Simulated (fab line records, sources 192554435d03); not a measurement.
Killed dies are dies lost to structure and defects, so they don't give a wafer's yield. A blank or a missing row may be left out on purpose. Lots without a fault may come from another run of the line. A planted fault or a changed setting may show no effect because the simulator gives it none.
fab line records | flow n5_finfet
record lots=5 wafers=15 last_day=16
route steps=1938 shown PMOS_HMC_CHANNEL_EPI@62 FIN_SAQP@90 PASSIVATION@1936
lots that met no fault: from a run of the same line without faults
start_h: hours from the record's first day to the start of the lot's first wafer shown | wait_h: hours since the lot's step before | " the same as in the row above | L1.1+2: a row that stands for several wafers | - no value, or no start given | * or withheld: withheld | < > ~ a bound
route shown NAME@n: a module of which the file shows steps, and the number in the route of the first | usual: mean/standard deviation of fault-free wafers | same: alike in all rows | chamber/n: place in a boat | sites: the reading at each site | _std_site: their standard deviation | _edge_site: outer sites' mean less inner sites' | radius_mm: how far each site lies from the wafer's centre | mask NAME#n: copy n | behind: the tool/chamber that last shaped the wafer | hold: why the lot was held/for how many hours/how that ended | device: the transistor (n, p or np) that didn't switch | end of line: the same wafers' tests at the end of the route | a step without rows: its recipe alone | killed: dies lost to structure and defects at the first sort, not the wafer's yield | map: a wafer's dies, x killed, . not, _ none there
set.NAME: the setting as run; set.NAME@STEP: as run at that earlier step | model.NAME: the simulator's own value behind a step, which no gauge read
lots at some steps of the route; a table a step, a row a wafer
services: from which hour (start_h, from the record's first day; less than 0 if before it) a tool's chamber was out of use, for how many hours, and why
## steps
# step N5_PMOS_HMC_CHANNEL_EPI_EXPOSE_06
# recipe mask_id=PMOS_HMC_BLK na=1.35 source_shape=conventional sigma_outer=0.8 polarization=unpolarized target_cd_nm=240 dose_mj=41
# step N5_PMOS_HMC_CHANNEL_EPI_PEB_07
# recipe peb_temp_c=110 peb_time_s=60 resist=CAR-ArF-block
# step N5_PMOS_HMC_CHANNEL_EPI_DEVELOP_08
# recipe develop_time_s=30 developer=TMAH resist=CAR-ArF-block dev_temp_c=23 rinse_liquid=diw dry=air_spin
# step N5_PMOS_HMC_CHANNEL_EPI_DESCUM_14
# recipe chemistry=O2 time_s=7.9 source_power_w=50 bias_power_w=20 pressure_mtorr=20 rf_frequency_hz=2.712e+07 temp_c=40 resist=CAR-ArF-block o2_flow_sccm=225
# step N5_PMOS_HMC_CHANNEL_EPI_ETCH_32
# recipe chemistry=N2/H2 target=BARC stop_on=SiO2 target_depth_a=858 over_etch_frac=0.3 time_s=50.3 ion_energy_ev=200 mask_material=CAR-ArF-block pressure_mtorr=30 source_w=840 bias_w=150 n2_flow_sccm=200 h2_flow_sccm=200
# step N5_PMOS_HMC_CHANNEL_EPI_HM_OPEN_15
# recipe chemistry=CHF3/O2 target=SiO2 mask_material=CAR-ArF-block target_depth_a=406 CHF3_flow_sccm=50 O2_flow_sccm=5 Ar_flow_sccm=200 time_s=20.3 pressure_mtorr=30 source_w=650 bias_w=170 ion_energy_ev=200
# step N5_PMOS_HMC_CHANNEL_EPI_STRIP_33
# recipe chemistry=N2/H2 power_w=500 temp_c=40 pressure_mtorr=50 rf_frequency_hz=6e+07 overash_fraction=0.3 bias_power_w=8 h2_frac=0.5 n2_flow_sccm=300 h2_flow_sccm=300
# step N5_PMOS_HMC_CHANNEL_EPI_STRIP_17
# recipe chemistry=SPM time_s=750 temp_c=130 h2so4_h2o2_vol_ratio=4 dry=ipa_marangoni
# step N5_PMOS_HMC_CHANNEL_EPI_ETCH_38
# recipe chemistry=CF4 target=SiO2 target_depth_a=15 ion_energy_ev=350 pressure_mtorr=10 icp_w=800 bias_w=400 cf4_flow_sccm=80
# step N5_PMOS_HMC_CHANNEL_EPI_FIN_RECESS_16
# recipe chemistry=HBr/Cl2 target=Si mask_material=SiO2 target_depth_a=540 time_s=18 pressure_mtorr=10 icp_w=800 bias_w=75 HBr_flow_sccm=150 Cl2_flow_sccm=80
# usual HBr_flow_sccm=150.0/0.45 bias_w=75.00/0.24 drypump_motor_current_A=5.9/0.35 oes_product_au=0.999/0.016 throttle_valve_pct=35.4/0.35
# columns lot.wafer tool chamber start_h wait_h HBr_flow_sccm bias_w drypump_motor_current_A oes_product_au rf_hours_counter_h throttle_valve_pct model.SiO2_of_PMOS_HMC_CHANNEL_EPI_HM_DEP_34.thk_nm
L562.3 rie_si-04 2 35.53 0.0 149.7 74.97 6.0 0.980 140 35.1 29.37
L562.4 " 1 " " 150.0 74.97 5.9 1.007 98 35.1 30.65
L562.5 " 2 " " 150.5 75.26 5.9 0.989 - 35.1 30.2
L568.2 rie_si-04 2 72.70 0.0 - - - - - - 34.39
L568.3 " 3 " " - - - - - - 35.14
L568.4 " 0 " " - - - - - - 34.73
L569.1 rie_si-05 2 78.07 0.0 - - - - - - 34.61
L569.2 " 3 " " - - - - - - 34.31
L569.5 " 2 " " - - - - - - 34.47
L570.2 rie_si-05 0 83.85 0.0 - - - - - - 33.43
L570.4 " 1 " " - - - - - - 34.01
L570.6 " 1 " " - - - - - - 34.19
L574.2 rie_si-06 1 107.89 0.0 150.2 74.69 6.2 1.024 193 35.3 30.02
L574.3 " 3 " " 150.0 74.47 6.3 0.995 125 35.1 30.14
L574.5 " 1 " " 150.1 75.08 6.2 1.012 - 35.3 30.54
# step N5_PMOS_HMC_CHANNEL_EPI_PRECLEAN_36
# recipe chemistry=O3/DIW time_s=45 temp_c=22 o3_ppm=10
# step N5_PMOS_HMC_CHANNEL_EPI_PRECLEAN_18
# recipe chemistry=DHF time_s=30 temp_c=25 dilution=withheld
# columns lot.wafer tool chamber start_h wait_h model.SiO2_of_PMOS_HMC_CHANNEL_EPI_HM_DEP_34.thk_nm
L562.3 wet_bench-05 3 35.65 0.0 23.77
L562.4 " 4 " " 25.02
L562.5 " 2 " " 24.58
L568.2 wet_bench-04 0 72.81 0.0 28.76
L568.3 " 6 " " 29.51
L568.4 " 5 " " 29.08
L569.1 wet_bench-04 0 78.19 0.0 28.98
L569.2 " 5 " " 28.72
L569.5 " 3 " " 28.85
L570.2 wet_bench-04 1 83.96 0.0 27.8
L570.4 " 7 " " 28.4
L570.6 " 3 " " 28.57
L574.2 wet_bench-03 2 108.00 0.0 24.43
L574.3 " 1 " " 24.55
L574.5 " 5 " " 24.92
# step N5_PMOS_HMC_CHANNEL_EPI_SRD_19
# recipe dry=ipa_marangoni do_ppb=5 time_s=30 temp_c=23 rinse_liquid=diw
# step N5_PMOS_HMC_CHANNEL_EPI_EPI_20
# recipe material=SiGe30 mask_material=SiO2 pressure_torr=20 target_thk_a=590 temp_c=600
# step N5_PMOS_HMC_CHANNEL_EPI_HM_STRIP_35
# recipe chemistry=dHF temp_c=25 material=SiO2 target=SiO2 target_depth_a=396 time_s=216
# step N5_PMOS_HMC_CHANNEL_EPI_SRD_39
# recipe dry=ipa_marangoni time_s=30 temp_c=23 rinse_liquid=diw
# step N5_PMOS_HMC_CHANNEL_EPI_CMP_21
# recipe material=SiGe30 post_cmp_clean=alkaline_brush target_thk_nm=54
# step N5_PMOS_HMC_CHANNEL_EPI_PRECLEAN_40
# recipe chemistry=DHF time_s=30 temp_c=25 dilution=withheld
# step N5_PMOS_HMC_CHANNEL_EPI_PRECLEAN_37
# recipe chemistry=O3/DIW time_s=45 temp_c=22 o3_ppm=10
# step N5_PMOS_HMC_CHANNEL_EPI_PRECLEAN_24
# recipe chemistry=DHF time_s=30 temp_c=25 dilution=withheld
# step N5_PMOS_HMC_CHANNEL_EPI_SRD_25
# recipe dry=ipa_marangoni do_ppb=5 time_s=30 temp_c=23 rinse_liquid=diw
# step N5_PMOS_HMC_CHANNEL_EPI_EPI_26
# recipe material=Si target_thk_a=38 temp_c=650 precursor=SiH4/H2 pressure_torr=20 time_s=22.7
# step N5_FIN_SAQP_PRECLEAN_42
# recipe chemistry=O3/DIW time_s=60 temp_c=22 o3_ppm=10
# step N5_FIN_SAQP_PRECLEAN_00
# recipe chemistry=SC1 time_s=60 temp_c=55 mix=1:2:50
# step N5_FIN_SAQP_PRECLEAN_44
# recipe chemistry=SC2 time_s=45 temp_c=35 mix=1:1:50
# step N5_FIN_SAQP_SRD_01
# recipe dry=ipa_marangoni time_s=30 temp_c=23 rinse_liquid=diw
# step N5_FIN_SAQP_ALD_61
# recipe material=SiO2 target_thk_a=40 temp_c=300 ald_precursor_family=BDEAS ald_co_reactant=O2-plasma pulse_time_s=1 purge_time_s=2 co_reactant_purge_time_s=2 ald_cycles=43 pressure_torr=2
# step N5_FIN_SAQP_DENSIFY_62
# recipe temp_c=700 time_s=60 ambient=N2 idle_temp_c=600 ramp_up_c_per_s=150 ramp_down_c_per_s=60 cool_to_c=600
# step N5_FIN_SAQP_HM_DEP_03
# recipe material=SiNx target_thk_a=380 temp_c=400 precursor=SiH4/NH3/N2 pressure_torr=1.5 rf_w=300 time_s=33.6
# step N5_FIN_SAQP_PECVD_47
# recipe material=a-Si target_thk_a=450 temp_c=400 precursor=SiH4/He pressure_torr=3 rf_w=100 time_s=36.3
# step N5_FIN_SAQP_PECVD_48
# recipe material=SiNx target_thk_a=250 temp_c=400 precursor=SiH4/NH3/N2 pressure_torr=1.5 rf_w=300 time_s=22.1
# step N5_FIN_SAQP_PECVD_06
# recipe material=a-Si target_thk_a=600 temp_c=400 precursor=SiH4/He pressure_torr=3 rf_w=100 time_s=48.1
# step N5_FIN_SAQP_HM_DEP_72
# recipe material=SiO2 target_thk_a=120 temp_c=400 precursor=SiH4/N2O pressure_torr=0.75 rf_w=275 time_s=7.2
# step N5_FIN_SAQP_COAT_49
# recipe resist=SOC temp_c=250 time_s=60 spin_rpm=1500 resist_thk_nm=100
# step N5_FIN_SAQP_OVL_MEAS_17
# recipe points_per_wafer=44
# usual FIN_CORE_OVL=-0.1/0.79
# columns lot.wafer tool chamber start_h wait_h FIN_CORE_OVL[nm]
L562.3 overlay-01 0 40.13 0.0 -0.4
L562.4 " 0 " " -1.8
L562.5 " 0 " " 0.3
L568.2 overlay-02 0 77.65 0.0 -
L568.3 " 0 " " -
L568.4 " 0 " " -
L569.1 overlay-01 0 82.02 0.0 -
L569.2 " 0 " " -
L569.5 " 0 " " -
L570.2 overlay-01 0 88.02 0.0 -
L570.4 " 0 " " -
L570.6 " 0 " " -
L574.2 overlay-01 0 112.17 0.0 0.6
L574.3 " 0 " " -0.7
L574.5 " 0 " " 0.3
# step N5_PASSIVATION_PROBE_49
# usual killed_at_M0_to_M3=32/11 killed_at_M4_up=12/4.4 killed_at_contacts=13/6.1 killed_at_front_end=39/12 killed_at_other=3.9/3 killed_dies=100/17 killed_open=66/12 killed_short=33/7.4
# same gross_dies=1180 killed_at_back_side=0
# columns lot.wafer tool chamber start_h wait_h killed_at_M0_to_M3 killed_at_M4_up killed_at_contacts killed_at_front_end killed_at_other killed_dies killed_open killed_short
L568.2 prober-02 - 336.40 0.1 36 10 8 45 4 103 68 35
L568.3 prober-02 - 336.45 0.1 26 11 6 40 5 88 59 25
L568.4 prober-02 - 336.50 0.2 22 13 4 31 0 70 55 15
L574.2 prober-01 - 374.32 0.1 35 14 20 52 3 124 88 35
L574.3 prober-01 - 374.37 0.1 39 16 12 45 2 114 78 32
L574.5 prober-01 - 374.47 0.2 39 16 11 45 3 114 76 36
# killed by level:class
L568.2 FIN_SAQP:geometric_particle:open=15 BEOL_M0_SAQP:geometric_particle:short=11 FIN_SAQP:geometric_particle:short=9 MOL_CONTACT_COAG:geometric_particle:open=8 BEOL_M0_SAQP:geometric_particle:open=8 STI_FIN_REVEAL:geometric_particle:open=8 BEOL_M3:geometric_particle:open=8 BEOL_M5:geometric_particle:open=4
L568.3 STI_FIN_REVEAL:geometric_particle:open=14 BEOL_M0_SAQP:geometric_particle:open=11 BEOL_M0_SAQP:geometric_particle:short=9 MOL_CONTACT_COAG:geometric_particle:open=5 FIN_SAQP:geometric_particle:open=4 STARTING-WAFER:geometric_particle:open=4 BEOL_M6:geometric_particle:open=4 DUMMY_GATE:geometric_particle:open=3
L568.4 BEOL_M3:geometric_particle:open=8 GATE_CUT:geometric_particle:open=7 FIN_SAQP:geometric_particle:open=5 GATE_CUT:geometric_particle:short=5 MOL_CONTACT_COAG:geometric_particle:open=4 BEOL_M1:geometric_particle:open=4 BEOL_M5:geometric_particle:open=4 DUMMY_GATE:geometric_particle:open=3
L574.2 MOL_CONTACT_COAG:geometric_particle:open=16 FIN_SAQP:geometric_particle:short=12 STI_FIN_REVEAL:geometric_particle:open=11 BEOL_M0_SAQP:geometric_particle:open=8 BEOL_M2:geometric_particle:open=8 FIN_SAQP:geometric_particle:open=7 BEOL_M4:geometric_particle:open=6 BEOL_M3:geometric_particle:open=6
L574.3 STI_FIN_REVEAL:geometric_particle:open=11 MOL_CONTACT_COAG:geometric_particle:open=9 BEOL_M0_SAQP:geometric_particle:open=8 GATE_CUT:geometric_particle:short=7 BEOL_M0:geometric_particle:open=7 BEOL_M1:geometric_particle:open=7 FIN_SAQP:geometric_particle:open=6 FIN_SAQP:geometric_particle:short=5
L574.5 STI_FIN_REVEAL:geometric_particle:open=24 BEOL_M1:geometric_particle:open=11 BEOL_M0:geometric_particle:short=6 BEOL_M0_SAQP:geometric_particle:short=5 DUMMY_GATE:geometric_particle:open=5 MOL_CONTACT_COAG:geometric_particle:open=5 MOL_CONTACT_COAG:geometric_particle:short=5 BEOL_M4:geometric_particle:open=5
## services
# columns tool chamber start_h hours kind
rie_si-06 0 74.82 4.1 repair
wet_bench-03 - 88.96 2.3 repair
rie_si-04 1 91.15 37.1 repair
## key
first_sign step=N5_PMOS_HMC_CHANNEL_EPI_FIN_RECESS_16 reading=tool_record direction=missing
effect step=N5_FIN_SAQP_OVL_MEAS_17 reading=FIN_CORE_OVL direction=missing
model_effect step=N5_PMOS_HMC_CHANNEL_EPI_FIN_RECESS_16 value=SiO2_of_PMOS_HMC_CHANNEL_EPI_HM_DEP_34.thk_nm without=30.13 struck=34.36
model_effect step=N5_PMOS_HMC_CHANNEL_EPI_PRECLEAN_18 value=SiO2_of_PMOS_HMC_CHANNEL_EPI_HM_DEP_34.thk_nm without=24.51 struck=28.74
met_at N5_PMOS_HMC_CHANNEL_EPI_FIN_RECESS_16
struck_wafers L568.2,L568.3,L568.4,L569.1,L569.2,L569.5,L570.2,L570.4,L570.6
rows_end L569.1,L569.2,L569.5,L570.2,L570.4,L570.6
tester_left_out L568
onset_between 35.53 72.70
fault kind=skipped_step_whole tool=rie_si-04,rie_si-05 chamber=- onset_h=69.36 steps=N5_PMOS_HMC_CHANNEL_EPI_FIN_RECESS_16 scope=struck_lots_only
# tester_left_out: of these lots the tester's yield and bins aren't shown, on N5 and GAA mostly nor the transistor test; their killed dies are dies lost to structure and defects alone, not to doping, threshold or leakage, so they don't give the yield
# rows_end: these wafers met a further fault down the route, and their rows from its step on are left out
